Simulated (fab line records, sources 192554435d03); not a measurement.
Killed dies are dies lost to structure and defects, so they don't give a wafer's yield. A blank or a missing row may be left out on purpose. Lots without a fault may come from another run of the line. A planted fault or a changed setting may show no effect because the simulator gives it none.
A struck lot beside a sound one | flow n5_finfet | 37 steps out of a route of 1938
Sound: wafers L479.1, L479.2, L479.4. Struck: wafers L488.1, L488.5. (L488.2 of the same lot was not struck and is left out.) The cause comes at the end.
At each step with rows: each side's tool, then ch and its chambers, then its first start. Under that, the readings that differ: sound wafers | struck wafers | difference of the means | sigmas: that difference in standard deviations of wafers without a fault.
alike: readings whose means differ by less than 2 such deviations, and words and numbers that are the same on both sides. not compared: withheld readings, readings that some wafer has no value for, bounds like >300 that may hide the same value, and numbers for which the record gives no deviation and whose values overlap.
The two part at a step that has a row with sigmas, a row that says differs or no value, or rows on one side only. Numbers that don't overlap but have no deviation are shown without sigmas and don't part them. A reading that every wafer of one side lacks parts them only if that side has two wafers or more.

first, 9 steps without rows for these wafers: N5_MOL_CONTACT_COAG_PRECLEAN_127 (cleans in DIW, time 57.5 s); N5_MOL_CONTACT_COAG_SRD_128 (dry time 32 s); N5_MOL_CONTACT_COAG_CMP_52 (polishes, stops on SiO2, t overpolish 1.5 s, target thk 66.5 nm); N5_MOL_CONTACT_COAG_ANNEAL_112 (time 1800 s); N5_BEOL_M0_SAQP_PECVD_00 (deposits SiCN from 3MS/NH3, target thk 8 nm, time 14 s); N5_BEOL_M0_SAQP_ILD_DEP_01 (deposits SiOC from DEMS/O2, target thk 45.419 nm, time 8.7 s); N5_BEOL_M0_SAQP_HM_DEP_02 (deposits TiN, target thk 12 nm); N5_BEOL_M0_SAQP_PECVD_03 (deposits SiCN from 3MS/NH3, target thk 12 nm, time 21.1 s); N5_BEOL_M0_SAQP_PECVD_96 (deposits a-Si from SiH4/He, target thk 45 nm, time 45.2 s).
N5_BEOL_M0_SAQP_PECVD_97: deposits SiNx from SiH4/NH3/N2, target thk 23 nm, time 19.9 s.
  sound on pecvd-04 ch 0,2, day 7 11:34; struck on pecvd-04 ch 0, day 9 15:47
  reading                                         | sound        | struck    | difference | sigmas
  model.SiNx_of_BEOL_M0_SAQP_PECVD_97.thk_nm (nm) | 22.4 22 22.6 | 42.6 43.6 | +20.8      |
  alike: chamber_pressure_Torr, heater_power_w, showerhead_plenum_p_Torr, throttle_valve_pct
then, 24 steps without rows for these wafers: N5_BEOL_M0_SAQP_PECVD_04 (deposits a-Si from SiH4/He, target thk 60 nm, time 60.2 s); N5_BEOL_M0_SAQP_HM_DEP_111 (deposits SiO2 from SiH4/N2O, target thk 12 nm, time 7.2 s); N5_BEOL_M0_SAQP_COAT_81 (time 60 s, resist thk 100 nm); N5_BEOL_M0_SAQP_COAT_82 (time 60 s, resist thk 30 nm); N5_BEOL_M0_SAQP_COAT_08 (resist thk 90 nm); N5_BEOL_M0_SAQP_EBR_10; N5_BEOL_M0_SAQP_SOFTBAKE_09 (time 60 s); N5_BEOL_M0_SAQP_EXPOSE_11 (exposes mask M0 CORE, target cd 42 nm); N5_BEOL_M0_SAQP_PEB_12 (peb time 60 s); N5_BEOL_M0_SAQP_DEVELOP_13 (develop time 30 s); N5_BEOL_M0_SAQP_DESCUM_19 (chemistry O2, time 7.9 s); N5_BEOL_M0_SAQP_ETCH_83 (etches SiARC in CF4, target depth 39 nm, time 65 s); N5_BEOL_M0_SAQP_ETCH_84 (etches SOC in N2/H2, target depth 100 nm, overetch 20 nm, time 150 s); N5_BEOL_M0_SAQP_STRIP_80 (strips in N2/H2); N5_BEOL_M0_SAQP_HM_OPEN_112 (chemistry CHF3/O2, target SiO2, stops on a-Si, target depth 12 nm, time 13.5 s); N5_BEOL_M0_SAQP_STRIP_113 (strips in CHF3/O2); N5_BEOL_M0_SAQP_MANDREL_ETCH_20 (etches a-Si in HBr/Cl2, stops on SiNx, target depth 60 nm, bt time 10 s, time 30 s); N5_BEOL_M0_SAQP_STRIP_86 (strips in N2/H2); N5_BEOL_M0_SAQP_STRIP_115 (strips in post etch residue remover, time 60 s); N5_BEOL_M0_SAQP_SRD_93 (time 30 s); N5_BEOL_M0_SAQP_RECESS_114 (chemistry HF/NH3, target SiO2, target depth 14.4 nm, afs cycles 3, sublimation time 60 s); N5_BEOL_M0_SAQP_SPACER1_ALD_98 (deposits SiO2, target thk 12.8 nm, pulse time 1 s, purge time 2 s); N5_BEOL_M0_SAQP_SPACER1_ETCHBACK_99 (etches SiO2 in CHF3/O2, target depth 15.4 nm, time 7.7 s); N5_BEOL_M0_SAQP_MANDREL1_REMOVE_100 (chemistry HBr/Cl2/O2, target a-Si, stops on SiNx, bt time 10 s).
N5_BEOL_M0_SAQP_ETCH_106: etches SOC in N2/H2, stops on SiNx, target depth 150 nm.
  sound on rie_diel-02 ch 0,2, day 7 14:44; struck on rie_diel-02 ch 0,2, day 9 18:50
  reading                                         | sound          | struck    | difference | sigmas
  showerhead_plenum_p_Torr (Torr)                 | 2.65 2.43 2.43 | 2.65 2.75 | +0.20      | +3
  model.SiNx_of_BEOL_M0_SAQP_PECVD_97.thk_nm (nm) | 15 13.8 14.6   | 34.8 35.4 | +20.6      |
  alike: bias_w, drypump_motor_current_A, oes_product_au, rf_vpp_V, throttle_valve_pct
  not compared: rf_hours_counter_h
N5_BEOL_M4_RC_MEAS_101:
  the record has rows for the sound wafers here (prober-01 ch 0, day 10 03:35) and none for the struck ones
-- the record jumps here: 7 days lie between the struck wafers' starts before and after (it left off in module BEOL_M4 and takes up again in module PASSIVATION, whose first step shown is number 1936 of the route) --
N5_PASSIVATION_PROBE_49:
  sound on prober-02, day 14 12:23; struck on prober-01, day 16 19:04
  reading                  | sound          | struck    | difference | sigmas
  defect_limited_yield (%) | 92.4 93.8 89.7 | 0 0       | -92        | -61
  killed_at_M0_to_M3       | 32 25 42       | 1132 1130 | +1098      | +99 or more
  killed_dies              | 90 73 122      | 1180 1180 | +1085      | +60
  killed_on_rim            | 8 8 16         | 152 152   | +141       | +34
  sort_n_pass              | 1090 1107 1058 | 0 0       | -1085      | -60
  sort_yield_pct (%)       | 92.4 93.8 89.7 | 0 0       | -92        | -61
  alike: killed_at_M4_up, killed_at_contacts, killed_at_front_end, killed_at_other, killed_open, killed_short, sort_bin_5_function, sort_bin_6_memory

WHERE THEY PART
First at N5_BEOL_M0_SAQP_ETCH_106; last, within this record, at N5_PASSIVATION_PROBE_49.

WHY: what the simulator had put in
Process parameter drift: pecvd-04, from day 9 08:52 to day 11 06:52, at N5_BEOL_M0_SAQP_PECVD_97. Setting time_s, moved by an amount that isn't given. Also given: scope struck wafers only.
